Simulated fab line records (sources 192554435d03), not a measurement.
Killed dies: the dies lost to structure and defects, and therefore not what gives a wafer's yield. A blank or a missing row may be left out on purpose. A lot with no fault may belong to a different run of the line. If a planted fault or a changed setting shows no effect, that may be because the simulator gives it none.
Matching of chambers / flow n5Finfet / N5_DUMMY_GATE_STRIP_40 on rieDiel-01 has 4 sister chambers
The step strips in CF4. 16 wafers are shown with their chamber, then 8 later ones without.

EACH WAFER AND ITS CHAMBER
wafer=L074.1; chamber=0; throttleValvePct (%)=13.93; drypumpMotorCurrentA (A)=5.9; oesProductAu (a.u.)=0.75
wafer=L074.4; chamber=2; throttleValvePct (%)=13.44; drypumpMotorCurrentA (A)=5.4; oesProductAu (a.u.)=0.81
wafer=L074.6; chamber=0; throttleValvePct (%)=13.95; drypumpMotorCurrentA (A)=5.9; oesProductAu (a.u.)=0.76
wafer=L078.1; chamber=0; throttleValvePct (%)=13.96; drypumpMotorCurrentA (A)=5.9; oesProductAu (a.u.)=0.75
wafer=L078.3; chamber=3; throttleValvePct (%)=13.62; drypumpMotorCurrentA (A)=6.3; oesProductAu (a.u.)=0.71
wafer=L078.5; chamber=2; throttleValvePct (%)=13.47; drypumpMotorCurrentA (A)=5.4; oesProductAu (a.u.)=0.80
wafer=L080.1; chamber=1; throttleValvePct (%)=14.10; drypumpMotorCurrentA (A)=5.5; oesProductAu (a.u.)=0.71
wafer=L080.2; chamber=3; throttleValvePct (%)=13.66; drypumpMotorCurrentA (A)=6.2; oesProductAu (a.u.)=0.71
wafer=L080.4; chamber=0; throttleValvePct (%)=13.98; drypumpMotorCurrentA (A)=5.9; oesProductAu (a.u.)=0.76
wafer=L082.1; chamber=0; throttleValvePct (%)=13.98; drypumpMotorCurrentA (A)=5.9; oesProductAu (a.u.)=0.74
wafer=L082.3; chamber=2; throttleValvePct (%)=13.48; drypumpMotorCurrentA (A)=5.4; oesProductAu (a.u.)=0.79
wafer=L082.4; chamber=3; throttleValvePct (%)=13.67; drypumpMotorCurrentA (A)=6.3; oesProductAu (a.u.)=0.71
wafer=L084.1; chamber=2; throttleValvePct (%)=13.49; drypumpMotorCurrentA (A)=5.4; oesProductAu (a.u.)=0.79
wafer=L084.3; chamber=1; throttleValvePct (%)=14.12; drypumpMotorCurrentA (A)=5.6; oesProductAu (a.u.)=0.71
wafer=L084.4; chamber=0; throttleValvePct (%)=13.99; drypumpMotorCurrentA (A)=5.8; oesProductAu (a.u.)=0.74
wafer=L085.2; chamber=2; throttleValvePct (%)=13.49; drypumpMotorCurrentA (A)=5.4; oesProductAu (a.u.)=0.79

SIGNATURES (means of the wafers above)
reading=throttleValvePct; chamber 0=13.9650; chamber 1=14.1100; chamber 2=13.4740; chamber 3=13.6500; scatter within a chamber=0.0221
reading=drypumpMotorCurrentA; chamber 0=5.883; chamber 1=5.550; chamber 2=5.400; chamber 3=6.267; scatter within a chamber=0.0408
reading=oesProductAu; chamber 0=0.7500; chamber 1=0.7100; chamber 2=0.7960; chamber 3=0.7100; scatter within a chamber=0.00775
Rule: for a wafer and a chamber, the distance is found by dividing, reading by reading, the gap between the wafer's reading and the chamber's mean by the reading's scatter, squaring, summing and taking the root. The wafer belongs to the nearest chamber; if the next one is less than 2 further off, it can't be placed. The scatter is the square root of a quotient: the sum, over the shown wafers, of each reading's squared deviation from its chamber's mean, divided by wafers minus chambers.

WAFERS WITH NO CHAMBER GIVEN
wafer=L085.4; throttleValvePct (%)=13.99; drypumpMotorCurrentA (A)=5.9; oesProductAu (a.u.)=0.74
wafer=L085.5; throttleValvePct (%)=14.00; drypumpMotorCurrentA (A)=5.9; oesProductAu (a.u.)=0.74
wafer=L087.2; throttleValvePct (%)=13.51; drypumpMotorCurrentA (A)=5.4; oesProductAu (a.u.)=0.78
wafer=L087.4; throttleValvePct (%)=14.13; drypumpMotorCurrentA (A)=5.5; oesProductAu (a.u.)=0.71
wafer=L087.6; throttleValvePct (%)=14.12; drypumpMotorCurrentA (A)=5.5; oesProductAu (a.u.)=0.71
wafer=L094.2; throttleValvePct (%)=13.52; drypumpMotorCurrentA (A)=5.4; oesProductAu (a.u.)=0.77
wafer=L094.5; throttleValvePct (%)=13.70; drypumpMotorCurrentA (A)=6.3; oesProductAu (a.u.)=0.69
wafer=L094.6; throttleValvePct (%)=13.53; drypumpMotorCurrentA (A)=5.4; oesProductAu (a.u.)=0.76

EACH ONE'S CHAMBER
wafer=L085.4; from the rows above=0; in truth=0
wafer=L085.5; from the rows above=0; in truth=0
wafer=L087.2; from the rows above=2; in truth=2
wafer=L087.4; from the rows above=1; in truth=1
wafer=L087.6; from the rows above=1; in truth=1
wafer=L094.2; from the rows above=2; in truth=2
wafer=L094.5; from the rows above=3; in truth=3
wafer=L094.6; from the rows above=2; in truth=2
Placed correctly: 8 of 8. Can't be placed from these rows: 0. Number placed wrongly: 0.
